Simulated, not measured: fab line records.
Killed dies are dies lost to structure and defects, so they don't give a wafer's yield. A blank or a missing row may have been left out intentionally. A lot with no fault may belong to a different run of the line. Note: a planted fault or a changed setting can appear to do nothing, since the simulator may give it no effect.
Which tool did it?    flow nand harc    13 lots with 39 wafers sampled at 4 steps, on a route of 1159 steps

## WHAT THE GAUGES READ, wafer by wafer
Not one reading of a measure or inspect step in the record can be checked against a usual standard deviation.

## WHAT TOOL EACH LOT RAN ON (gives the tool, then ch and the chambers of the sampled wafers, and finally the start)
lot   NHARC_A_WL_FILL_RTA_01            NHARC_A_WL_FILL_CVD_03         NHARC_A_WL_FILL_ETCHBACK_17        NHARC_A_WL_FILL_ETCHBACK_26
L661  rtp anneal-02 ch 0, day 14 17:10  cvd w-02 ch 0,1, day 14 19:04  rie metal-01 ch 0,1, day 15 09:04  rie si-01 ch 0,2, day 15 14:08
L664  rtp anneal-01 ch 0, day 15 12:10  cvd w-02 ch 1, day 15 13:33    rie metal-03 ch 0,1, day 16 02:54  rie si-02 ch 1,3, day 16 08:05
L663  rtp anneal-02 ch 0, day 15 12:17  cvd w-01 ch 0,1, day 15 14:15  rie metal-02 ch 0,1, day 16 02:58  rie si-01 ch 2,3, day 16 08:05
L665  rtp anneal-01 ch 0, day 15 19:59  cvd w-01 ch 0,1, day 15 22:10  rie metal-02 ch 0,1, day 16 11:46  rie si-01 ch 0,2, day 16 16:59
L666  rtp anneal-02 ch 0, day 15 20:07  cvd w-02 ch 0,1, day 15 22:29  rie metal-01 ch 0,1, day 16 11:52  rie si-05 ch 0,2,3, day 16 16:59
L669  rtp anneal-01 ch 0, day 16 14:44  cvd w-01 ch 0,1, day 16 18:56  rie metal-01 ch 0,1, day 17 07:55  rie si-05 ch 0,1,3, day 17 12:53
L672  rtp anneal-01 ch 0, day 17 06:22  cvd w-02 ch 0,1, day 17 07:43  rie metal-01 ch 0,1, day 17 21:42  rie si-05 ch 0,1,3, day 18 03:05
L678  rtp anneal-02 ch 0, day 19 02:55  cvd w-01 ch 0,1, day 19 04:02  rie metal-03 ch 0,1, day 19 18:19  rie si-01 ch 1,2,3, day 19 23:22
L680  rtp anneal-02 ch 0, day 19 13:54  cvd w-02 ch 1, day 19 14:34    rie metal-02 ch 0,1, day 20 04:32  rie si-02 ch 1,2,3, day 20 09:50
L679  rtp anneal-01 ch 0, day 19 14:05  cvd w-01 ch 0,1, day 19 14:45  rie metal-01 ch 0,1, day 20 04:35  rie si-01 ch 0,1,3, day 20 09:49
L682  rtp anneal-01 ch 0, day 19 17:26  cvd w-01 ch 0,1, day 19 18:46  rie metal-01 ch 0,1, day 20 09:23  rie si-05 ch 0,1,3, day 20 14:10
L684  rtp anneal-01 ch 0, day 20 10:43  cvd w-01 ch 0,1, day 20 16:18  rie metal-03 ch 0,1, day 21 04:41  rie si-02 ch 0,3, day 21 10:03
L683  rtp anneal-02 ch 0, day 20 16:07  cvd w-01 ch 0,1, day 21 06:43  rie metal-01 ch 0,1, day 21 20:29  rie si-05 ch 0,2,3, day 22 01:38
- NHARC_A_WL_FILL_RTA_01: time 5 s.
- NHARC_A_WL_FILL_CVD_03: deposits W, target thk 40 nm, time 3302 s.
- NHARC_A_WL_FILL_ETCHBACK_17: etches the open film in Cl2/BCl3, target depth 4 nm, time 26.7 s.
- NHARC_A_WL_FILL_ETCHBACK_26: etches the open film in HBr, target depth 52 nm, time 13.3 s.

## WHAT THE TOOLS THEMSELVES READ (means of the sampled wafers that have a number; where no wafer has one, the mark that the record gives instead)
NHARC_A_WL_FILL_RTA_01.
lot   tool           lamp power pct (%)  wafer_temp_C_max
L661  rtp anneal-02  28.93               1005.1
L664  rtp anneal-01  28.51               1006.0
L663  rtp anneal-02  28.90               1003.3
L665  rtp anneal-01  28.57               1005.1
L666  rtp anneal-02  28.92               1004.6
L669  rtp anneal-01  28.57               1004.8
L672  rtp anneal-01  28.56               1006.4
L678  rtp anneal-02  28.89               1004.1
L680  rtp anneal-02  28.88               1003.7
L679  rtp anneal-01  28.55               1004.1
L682  rtp anneal-01  28.55               1005.5
L684  rtp anneal-01  28.55               1005.6
L683  rtp anneal-02  28.95               1003.5

NHARC_A_WL_FILL_CVD_03.
lot   tool      heater power w (W)  throttle valve pct (%)
L661  cvd w-02  494                 8.06
L664  cvd w-02  494                 7.98
L663  cvd w-01  482                 7.83
L665  cvd w-01  476                 8.02
L666  cvd w-02  500                 8.01
L669  cvd w-01  487                 8.09
L672  cvd w-02  509                 7.82
L678  cvd w-01  490                 8.07
L680  cvd w-02  502                 8.13
L679  cvd w-01  483                 8.13
L682  cvd w-01  500                 7.92
L684  cvd w-01  475                 8.19
L683  cvd w-01  458                 7.90

NHARC_A_WL_FILL_ETCHBACK_17.
lot   tool          drypump motor current A (A)  oes product au (a.u.)  run length s (s)
L661  rie metal-01  6.0                          0.993                  47.8
L664  rie metal-03  5.8                          1.011                  48.3
L663  rie metal-02  5.2                          1.009                  48.5
L665  rie metal-02  5.3                          1.008                  48.2
L666  rie metal-01  6.2                          0.990                  47.9
L669  rie metal-01  6.1                          0.994                  41.0
L672  rie metal-01  6.1                          1.001                  40.8
L678  rie metal-03  5.7                          1.010                  48.4
L680  rie metal-02  5.3                          1.003                  48.0
L679  rie metal-01  6.3                          0.998                  47.9
L682  rie metal-01  6.1                          0.999                  47.8
L684  rie metal-03  5.5                          1.005                  48.1
L683  rie metal-01  6.0                          0.995                  47.9

NHARC_A_WL_FILL_ETCHBACK_26.
lot   tool       bias w (W)  drypump motor current A (A)  oes product au (a.u.)  run length s (s)  throttle valve pct (%)
L661  rie si-01  60.12       5.1                          1.004                  34.7              23.259
L664  rie si-02  60.09       5.9                          0.991                  34.6              23.262
L663  rie si-01  60.14       5.4                          1.000                  34.7              23.267
L665  rie si-01  59.84       5.1                          1.011                  34.5              23.267
L666  rie si-05  60.06       5.6                          1.004                  34.1              23.271
L669  rie si-05  59.96       5.7                          1.004                  34.1              23.261
L672  rie si-05  59.89       5.7                          0.993                  34.3              23.265
L678  rie si-01  59.95       5.8                          1.010                  34.2              23.272
L680  rie si-02  60.00       5.9                          1.004                  34.8              23.269
L679  rie si-01  60.07       5.8                          1.016                  34.3              23.263
L682  rie si-05  60.05       5.7                          0.996                  34.5              23.269
L684  rie si-02  59.81       6.0                          0.995                  35.0              23.265
L683  rie si-05  60.18       5.7                          1.005                  34.4              23.270

## THE ANSWER, worked out from the rows above alone
Rule: usual is defined by the lots themselves. Put in order of their means at a reading, lots are off if they are a third of the lots or fewer, leave a main group of 4 or more, and stand apart from it by a gap of 3 or more times the standard deviation of the main group's means; of several such gaps the widest counts. If all means in a main group match to the digits the tables above print for the reading, that group is not used. Also off: a lot with no number at a reading for which 4 or more lots have one. All remaining lots with rows at the step are treated as sound. After the gauges, taken in route order, come the tools' own readings; for these a lot's mean is taken, as printed above. The first step at which some lot is off is used, and at that step the reading that is off furthest; a lot without a number counts as furthest.
Off: L669, L672 (NHARC_A_WL_FILL_ETCHBACK_17, run length s). Main group: mean 48.1 s, sd 0.23.
If a tool, at that step or one of the process steps before it, ran each lot that is off and ran no sound lot following the first of them, it fits. Of those tried, none fits.

## WHAT WAS PUT IN BY THE SIMULATOR
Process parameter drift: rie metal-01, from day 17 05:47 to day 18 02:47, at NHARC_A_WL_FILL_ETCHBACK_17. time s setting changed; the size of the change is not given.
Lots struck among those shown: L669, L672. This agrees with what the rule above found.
